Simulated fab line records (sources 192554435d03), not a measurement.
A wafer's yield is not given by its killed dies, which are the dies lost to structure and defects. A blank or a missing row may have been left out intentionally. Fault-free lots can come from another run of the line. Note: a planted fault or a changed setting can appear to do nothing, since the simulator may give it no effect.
A struck lot beside a sound one || flow n5-finfet || 21 out of 1938 route steps
Sound: wafers L727.2, L727.4, L727.6. Struck: wafers L721.1, L721.2, L721.3. The cause is given at the end.
Per side, at each step with rows, come the tool, then ch with its chambers, and then its first start. Under that, the readings that differ: sound wafers || struck wafers || difference of the means || sigmas: that difference in standard deviations of wafers without a fault.
alike: readings whose means differ by less than 2 such deviations, and words and numbers that are the same on both sides. not compared: withheld readings, readings that some wafer has no value for, bounds like >300 that may hide the same value, and numbers for which the record gives no deviation and whose values overlap.
Wherever a step has rows on one side only, a row that says differs or no value, or a row with sigmas, the two part there. Numbers that don't overlap but have no deviation are shown without sigmas and don't part them. A reading missing from all wafers of one side parts the sides only when that side holds two or more wafers.

first, 8 steps without rows for these wafers: N5_BEOL_M12_DESCUM_15 (chemistry O2, time 7.9 s); N5_BEOL_M12_ETCH_59 (etches BARC in N2/H2, target depth 89 nm, overetch 26.7 nm, time 67.9 s); N5_BEOL_M12_VIA_ETCH_16 (etches SiOC in C4F8/O2/Ar, target depth 724.8 nm); N5_BEOL_M12_STRIP_63 (strips in N2/H2); N5_BEOL_M12_STRIP_64 (strips in N2/H2); N5_BEOL_M12_STRIP_71 (strips in post etch residue remover, time 60 s); N5_BEOL_M12_SRD_72 (time 30 s, dry time 30 s); N5_BEOL_M12_COAT_65 (time 60 s, resist thk 300 nm).
N5_BEOL_M12_COAT_66: time 60 s, resist thk 110 nm.
  sound on litho-track-01 ch 0, day 16 21:59; struck on litho-track-05 ch 0, day 15 21:21
{"reading": "spin-speed-rpm (rpm)", "sound": "1500.0 1499.4 1499.8", "struck": "1786.4 1785.2 1787.8", "difference": "+286.7", "sigmas": "+99 or more"}
{"reading": "model.SiARC_of_BEOL_M12_COAT_66.thk-nm (nm)", "sound": "110.4 110.2 110.6", "struck": "100.8 100.6 100.6", "difference": -9.7, "sigmas": ""}
then, 8 steps without rows for these wafers: N5_BEOL_M12_COAT_22 (resist thk 300 nm); N5_BEOL_M12_EBR_24; N5_BEOL_M12_SOFTBAKE_23 (time 60 s); N5_BEOL_M12_EXPOSE_25 (exposes mask M12); N5_BEOL_M12_PEB_26 (peb time 90 s); N5_BEOL_M12_DEVELOP_27 (develop time 45 s); N5_BEOL_M12_HARDBAKE_32 (time 120 s); N5_BEOL_M12_DESCUM_33 (chemistry O2, time 7.9 s).
N5_BEOL_M12_ETCH_67: etches SiARC in CF4, target depth 143 nm, time 238.3 s.
  sound on rie-diel-03 ch 0,3, day 16 22:41; struck on rie-diel-04 ch 0,2,3, day 15 21:46
{"reading": "drypump-motor-current-A (A)", "sound": "4.9 5.0 4.9", "struck": "6.0 5.8 6.2", "difference": "+1.1", "sigmas": "+2"}
{"reading": "etch-rf-on-time-s (s)", "sound": "243 231 246", "struck": "223 201 218", "difference": -26, "sigmas": -4}
{"reading": "model.etch.depth-nm (nm)", "sound": "110.5 110.3 110.6", "struck": "100.8 100.7 100.6", "difference": -9.8, "sigmas": ""}
{"reading": "model.coat_of_BEOL_M12_COAT_22.thk-nm (nm)", "sound": "213 213 212.8", "struck": "218.6 218.6 218.8", "difference": "+5.7", "sigmas": ""}
  alike: oes-product-au, rf-vpp-V, showerhead-plenum-p-Torr, throttle-valve-pct
  not compared: rf-hours-counter-h
N5_BEOL_M12_ETCH_68: etches SOC in N2/H2, time 285 s.
  sound on rie-diel-03 ch 0,3, day 16 22:50; struck on rie-diel-04 ch 0,2,3, day 15 21:55
{"reading": "drypump-motor-current-A (A)", "sound": "4.8 5.0 4.9", "struck": "6.0 5.8 6.2", "difference": "+1.1", "sigmas": "+2"}
{"reading": "model.SiARC_of_BEOL_M12_COAT_66.thk-nm (nm)", "sound": "85.8 85.8 85.8", "struck": "76.8 75.2 76", "difference": -9.8, "sigmas": ""}
  alike: oes-product-au, rf-vpp-V, showerhead-plenum-p-Torr, throttle-valve-pct
  not compared: rf-hours-counter-h
then, 1 step without rows for these wafers: N5_BEOL_M12_STRIP_69 (strips in N2/H2).
N5_PASSIVATION_PROBE_49:
  rows exist in the record for the struck wafers here (prober-02, day 17 14:37), but not for the sound ones

## WHERE THEY PART
At N5_BEOL_M12_COAT_66 first; at N5_PASSIVATION_PROBE_49 last (within this record only).

WHY: the cause the simulator had injected
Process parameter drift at N5_BEOL_M12_COAT_66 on litho-track-05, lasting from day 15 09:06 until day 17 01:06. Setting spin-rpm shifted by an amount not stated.
